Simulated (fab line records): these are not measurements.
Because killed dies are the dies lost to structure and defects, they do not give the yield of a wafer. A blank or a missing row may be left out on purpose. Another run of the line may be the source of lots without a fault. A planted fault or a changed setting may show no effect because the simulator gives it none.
A struck lot beside a sound one ; flow nand harc ; 16 steps out of a route of 1159
Sound: these wafers, L611.1, L611.4, L611.6. The struck wafers were L626.2, L626.5, L626.6. Last of all comes the cause.
At each step with rows: each side's tool, then ch and its chambers, then its first start. Under that, the readings that differ: sound wafers ; struck wafers ; difference of the means ; sigmas: that difference in standard deviations of wafers without a fault.
alike: readings whose means differ by less than 2 such deviations, and words and numbers that are the same on both sides. not compared: withheld readings, readings that some wafer has no value for, bounds like >300 that may hide the same value, and numbers for which the record gives no deviation and whose values overlap.
A row with sigmas, a row that says differs or no value, or rows on one side alone: a step with any of these is where the two part. Non-overlapping numbers with no deviation appear without sigmas and do not part them. Lack of a reading on every wafer of one side parts them only where that side has two or more wafers.

first, 1 step without rows for these wafers: NHARC_A_CONTACT_ETCH_139 (etches the open film in C4F8/O2/Ar, time 137 s, target depth 590 nm).
NHARC_A_CONTACT_ETCH_92: etches the open film in CH3F/O2, target depth 40 nm, time 85.7 s.
  sound on rie diel-13 ch 0,1, day 19 08:00; struck on rie diel-12 ch 1,2, day 22 13:31
  alike: drypump motor current A, oes product au, rf vpp V, showerhead plenum p Torr, throttle valve pct
  not compared: rf hours counter h
NHARC_A_CONTACT_ETCH_98: etches the open film in C4F6/O2, target depth 20 nm, time 10 s.
  sound: rie diel-13 ch 0,1,2; struck: rie diel-12 ch 0,1
  alike: drypump motor current A, oes product au, rf vpp V, showerhead plenum p Torr, throttle valve pct
  not compared: rf hours counter h
NHARC_A_CONTACT_CD_MEAS_15:
  sound on cd sem-02 at day 19 08:14; struck on cd sem-03 at day 22 13:43
  alike: cd nm
then, 4 steps without rows for these wafers: NHARC_A_CONTACT_STRIP_107 (strips in N2/H2); NHARC_A_CONTACT_STRIP_108 (strips in CF4/CHF3); NHARC_A_CONTACT_STRIP_109 (strips in O2/COS); NHARC_A_CONTACT_ETCH_110 (etches the open film in CF4/O2, target depth 50 nm, overetch 5 nm, time 27.5 s).
NHARC_A_CONTACT_STRIP_26: strips in O2.
  sound: rie diel-12 ch 0,1; struck: rie diel-12 ch 0,3
  alike: drypump motor current A, oes product au, rf vpp V, showerhead plenum p Torr, throttle valve pct
  not compared: rf hours counter h
then, 1 step without rows for these wafers: NHARC_A_CONTACT_STRIP_27 (strips in post etch residue remover, time 600 s).
NHARC_A_CONTACT_ALD_18: deposits TiN, target thk 3 nm, pulse time 1 s, ald cycles 150.
  sound on ald metal-01 ch 0,1,2, day 19 09:10; struck on ald metal-04 ch 0,1,2, day 22 14:41
  alike: heater power w, precursor pulse height rel
NHARC_A_CONTACT_CVD_19: deposits W, target thk 300 nm, time 802 s.
  sound: cvd w-02 ch 1; struck: cvd w-02 ch 0,1
  alike: chamber pressure Torr, heater power w, throttle valve pct
NHARC_A_CONTACT_CMP_20: polishes, t overpolish 30 s, target thk 300 nm.
  sound on cmp-04 ch 0,2,3, day 19 11:28; struck on cmp-04 ch 2,3, day 22 18:49
  no value came back on the struck wafers for edge zone pressure frac, motor current A (A), overpolish run s (s), time to endpoint s (s); on the sound wafers edge zone pressure frac reads 1.006 1.004 0.998
then, 1 step without rows for these wafers: NHARC_A_CONTACT_SRD_22.
NHARC_A_CONTACT_INSPECT_23:
  sound on defect inspect-02 at day 19 11:49; struck on defect inspect-01 at day 22 19:13
reading;sound;struck;difference;sigmas
raw defect count;353 374 333;2680 2670 2627;+2306;+21
-- jump in the record: it breaks off in module A_CONTACT and resumes in module END (first step shown: number 1159 of the route), and 2 days separate the struck wafers' starts before and after --
NHARC_END_SORT_01:
  the record has rows for the struck wafers here (prober-02 ch 0, day 24 19:34) and none for the sound ones

WHERE THEY PART
At NHARC_A_CONTACT_CMP_20 first; at NHARC_END_SORT_01 last (within this record only).

WHY: the cause the simulator had injected
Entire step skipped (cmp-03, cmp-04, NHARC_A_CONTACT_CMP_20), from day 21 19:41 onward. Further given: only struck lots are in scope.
